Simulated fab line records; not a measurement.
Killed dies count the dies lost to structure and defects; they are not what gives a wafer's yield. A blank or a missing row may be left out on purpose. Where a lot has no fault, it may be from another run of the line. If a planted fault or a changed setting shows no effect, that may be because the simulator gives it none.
The tool behind it: which one? :: flow nand-harc :: 12 lots, 36 wafers sampled, at 4 steps of a route of 1302

## WHAT THE GAUGES READ, wafer by wafer
NHARC_P_CONTACT_INSPECT_27.
lot: L075
measured: day 6 09:13
on: defect-inspect-01
raw-defect-count: 240 256 373

lot: L077
measured: day 7 05:12
on: defect-inspect-01
raw-defect-count: 158 262 177

lot: L079
measured: day 8 02:23
on: defect-inspect-01
raw-defect-count: 211 187 164

lot: L081
measured: day 8 21:48
on: defect-inspect-01
raw-defect-count: 126 195 138

lot: L083
measured: day 9 13:23
on: defect-inspect-01
raw-defect-count: 291 216 264

lot: L085
measured: day 10 22:04
on: defect-inspect-01
raw-defect-count: 361 584 427

lot: L087
measured: day 11 10:00
on: defect-inspect-02
raw-defect-count: 405 437 259

lot: L089
measured: day 12 01:26
on: defect-inspect-02
raw-defect-count: 136 139 143

lot: L091
measured: day 13 03:44
on: defect-inspect-01
raw-defect-count: 506 270 568

lot: L093
measured: day 14 05:18
on: defect-inspect-02
raw-defect-count: 375 337 210

lot: L094
measured: day 14 16:43
on: defect-inspect-01
raw-defect-count: 289 203 348

lot: L097
measured: day 15 16:34
on: defect-inspect-02
raw-defect-count: 282 221 336

## TOOL THAT RAN EACH LOT (tool first, then ch and the chambers of the sampled wafers, then the start)
lot: L075
NHARC_P_GATE_ETCH_114: rie-diel-04 ch 1,2, day 5 22:41 or earlier
NHARC_P_GATE_STRIP_75: plasma-asher-01 ch 0,1, day 5 22:41
NHARC_P_GATE_STRIP_113: plasma-asher-01 ch 0,1, day 6 01:45

lot: L077
NHARC_P_GATE_ETCH_114: rie-diel-04 ch 0,1, day 6 18:38 or earlier
NHARC_P_GATE_STRIP_75: plasma-asher-02 ch 0,1, day 6 18:38
NHARC_P_GATE_STRIP_113: plasma-asher-02 ch 0,1, day 6 21:54

lot: L079
NHARC_P_GATE_ETCH_114: rie-diel-04 ch 2,3, day 7 15:53 or earlier
NHARC_P_GATE_STRIP_75: plasma-asher-01 ch 0,1, day 7 15:53
NHARC_P_GATE_STRIP_113: plasma-asher-01 ch 0,1, day 7 19:04

lot: L081
NHARC_P_GATE_ETCH_114: rie-diel-07 ch 0,2,3, day 8 10:53 or earlier
NHARC_P_GATE_STRIP_75: plasma-asher-02 ch 0, day 8 10:53
NHARC_P_GATE_STRIP_113: plasma-asher-01 ch 0,1, day 8 13:56

lot: L083
NHARC_P_GATE_ETCH_114: rie-diel-09 ch 0,1, day 9 02:47 or earlier
NHARC_P_GATE_STRIP_75: plasma-asher-02 ch 0,1, day 9 02:47
NHARC_P_GATE_STRIP_113: plasma-asher-02 ch 0,1, day 9 06:05

lot: L085
NHARC_P_GATE_ETCH_114: rie-diel-09 ch 0,1,2, day 10 10:55 or earlier
NHARC_P_GATE_STRIP_75: plasma-asher-02 ch 0,1, day 10 10:55
NHARC_P_GATE_STRIP_113: plasma-asher-01 ch 0,1, day 10 14:11

lot: L087
NHARC_P_GATE_ETCH_114: rie-diel-07 ch 0,1, day 10 23:25 or earlier
NHARC_P_GATE_STRIP_75: plasma-asher-02 ch 0,1, day 10 23:25
NHARC_P_GATE_STRIP_113: plasma-asher-02 ch 0,1, day 11 02:57

lot: L089
NHARC_P_GATE_ETCH_114: rie-diel-04 ch 0,1,3, day 11 14:59 or earlier
NHARC_P_GATE_STRIP_75: plasma-asher-01 ch 0,1, day 11 14:59
NHARC_P_GATE_STRIP_113: plasma-asher-01 ch 0,1, day 11 18:13

lot: L091
NHARC_P_GATE_ETCH_114: rie-diel-04 ch 1,2,3, day 12 16:31 or earlier
NHARC_P_GATE_STRIP_75: plasma-asher-01 ch 0,1, day 12 16:31
NHARC_P_GATE_STRIP_113: plasma-asher-01 ch 0,1, day 12 19:41

lot: L093
NHARC_P_GATE_ETCH_114: rie-diel-09 ch 0,1,3, day 13 18:43 or earlier
NHARC_P_GATE_STRIP_75: plasma-asher-01 ch 0,1, day 13 18:43
NHARC_P_GATE_STRIP_113: plasma-asher-02 ch 0,1, day 13 22:01

lot: L094
NHARC_P_GATE_ETCH_114: rie-diel-07 ch 1,3, day 14 06:05 or earlier
NHARC_P_GATE_STRIP_75: plasma-asher-02 ch 0,1, day 14 06:05
NHARC_P_GATE_STRIP_113: plasma-asher-02 ch 1, day 14 09:24

lot: L097
NHARC_P_GATE_ETCH_114: rie-diel-09 ch 0,1,3, day 15 06:07 or earlier
NHARC_P_GATE_STRIP_75: plasma-asher-01 ch 0,1, day 15 06:07
NHARC_P_GATE_STRIP_113: plasma-asher-02 ch 0,1, day 15 09:17
- NHARC_P_GATE_ETCH_114: etches the open film in CF4/O2, target depth 30 nm, overetch 3 nm, time 16.5 s.
- NHARC_P_GATE_STRIP_75: strips in O2.
- NHARC_P_GATE_STRIP_113: strips in N2/H2, time 740 s.

## THE ANSWER, worked out from the rows above alone
Rule: what is usual is taken from the lots themselves. Put in order of their means at a reading, lots are off if they are a third of the lots or fewer, leave a main group of 4 or more, and stand apart from it by a gap of 3 or more times the standard deviation of the main group's means; of several such gaps the widest counts. A main group whose means are all the same, to the digits that the tables above print for the reading, isn't used. A lot without any number at a reading at which 4 lots or more have one is off too. Where the step has rows for the other lots, those lots are counted as sound.
Across all readings shown, no lot is off: no conclusion can be drawn from this.

## WHAT THE SIMULATOR HAD INSERTED
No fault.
